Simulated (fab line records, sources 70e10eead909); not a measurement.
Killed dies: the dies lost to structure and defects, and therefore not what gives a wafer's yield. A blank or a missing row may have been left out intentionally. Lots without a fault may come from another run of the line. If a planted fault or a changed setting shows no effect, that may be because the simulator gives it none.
A lot that was struck, set against a sound lot	flow nand-harc	20 steps out of a route of 1302
Sound: wafers L351.2, L351.4, L351.6. Wafers struck: L359.1, L359.2, L359.4. The cause is named last.
Each step with rows lists, per side, the tool, then ch with its chambers, then its first start. Under that, the readings that differ: sound wafers	struck wafers	difference of the means	sigmas: that difference in standard deviations of wafers without a fault.
alike: words and numbers the same on both sides, and readings whose means are apart by under 2 such deviations; not compared: readings that were withheld, readings missing a value for some wafer, numbers with overlapping values and no deviation given by the record, and bounds like >300 which may hide the same value.
The two part at a step that has a row with sigmas, a row that says differs or no value, or rows on one side only. Non-overlapping numbers with no deviation appear without sigmas and do not part them. A reading that every wafer of one side lacks parts them only if that side has two wafers or more.

NHARC_P_ZERO_WELL_CD_MEAS_37: the cd target is 720 nm.
  sound on cd-sem-01 ch 0, day 2 00:00; struck on cd-sem-02 ch 0, day 5 08:43
  alike: cd-nm
then, 1 step without rows for these wafers: NHARC_P_ZERO_WELL_HARDBAKE_38 (time 80 s).
NHARC_P_ZERO_WELL_DESCUM_39: chemistry O2, time 3 s.
  sound on rie-diel-04 ch 2,3, day 2 00:09; struck on rie-diel-02 ch 0,1,3, day 5 08:53
  alike: drypump-motor-current-A, oes-product-au, rf-vpp-V, showerhead-plenum-p-Torr, throttle-valve-pct
  not compared: rf-hours-counter-h
then, 9 steps without rows for these wafers: NHARC_P_ZERO_WELL_IMPLANT_40; NHARC_P_ZERO_WELL_IMPLANT_59; NHARC_P_ZERO_WELL_IMPLANT_60; NHARC_P_ZERO_WELL_STRIP_41 (strips in SPM, time 840 s); NHARC_P_ZERO_WELL_DEHYDRATE_44 (time 120 s); NHARC_P_ZERO_WELL_HMDS_45 (time 30 s); NHARC_P_ZERO_WELL_COAT_46; NHARC_P_ZERO_WELL_SOFTBAKE_47 (time 95 s); NHARC_P_ZERO_WELL_EBR_48.
NHARC_P_ZERO_WELL_EXPOSE_49: exposes mask P HVPW, target cd 2000 nm.
  sound on krf-scanner-04 ch 0, day 2 01:29; struck on krf-scanner-01 ch 0, day 5 10:05
reading	sound	struck	difference	sigmas
mask	P_HVPW#0 P_HVPW#0 P_HVPW#0	P_HVPW_R1#0 P_HVPW_R1#0 P_HVPW_R1#0	differs	
then, 2 steps without rows for these wafers: NHARC_P_ZERO_WELL_PEB_50 (peb time 85 s); NHARC_P_ZERO_WELL_DEVELOP_51 (time 70 s).
NHARC_P_ZERO_WELL_CD_MEAS_52: the cd target is 2000 nm.
  sound on cd-sem-02 ch 0, day 2 01:38; struck on cd-sem-02 ch 0, day 5 10:14
reading	sound	struck	difference	sigmas
cd-nm (nm)	1998.5 2002.0 2001.0	1893.7 1894.7 1895.7	-105.8	-71
then, 1 step without rows for these wafers: NHARC_P_ZERO_WELL_HARDBAKE_53 (time 80 s).
NHARC_P_ZERO_WELL_DESCUM_54: chemistry O2, time 3 s.
  sound on rie-diel-02 ch 1,3, day 2 01:48; struck on rie-diel-12 ch 1,2,3, day 5 10:25
reading	sound	struck	difference	sigmas
model.P_ZERO_WELL.cd-nm (nm)	1998 2002 2000	1894 1894 1896	-105	
  alike: drypump-motor-current-A, oes-product-au, rf-vpp-V, showerhead-plenum-p-Torr, throttle-valve-pct
  not compared: rf-hours-counter-h
after that, 1 step had no rows for these wafers: NHARC_P_ZERO_WELL_IMPLANT_55.
-- break in the record here, with 22 days between the starts of the struck wafers on either side (left off in module P_ZERO_WELL, picked up again in module END, where the first step shown is number 1302 on the route) --
NHARC_END_SORT_01:
  here the record holds rows for the struck wafers (prober-01 ch 0, day 27 14:10) but none for the sound ones

== WHERE THEY PART ==
Last at NHARC_END_SORT_01 as far as this record goes, first at NHARC_P_ZERO_WELL_EXPOSE_49.

WHY: whatever the simulator had introduced
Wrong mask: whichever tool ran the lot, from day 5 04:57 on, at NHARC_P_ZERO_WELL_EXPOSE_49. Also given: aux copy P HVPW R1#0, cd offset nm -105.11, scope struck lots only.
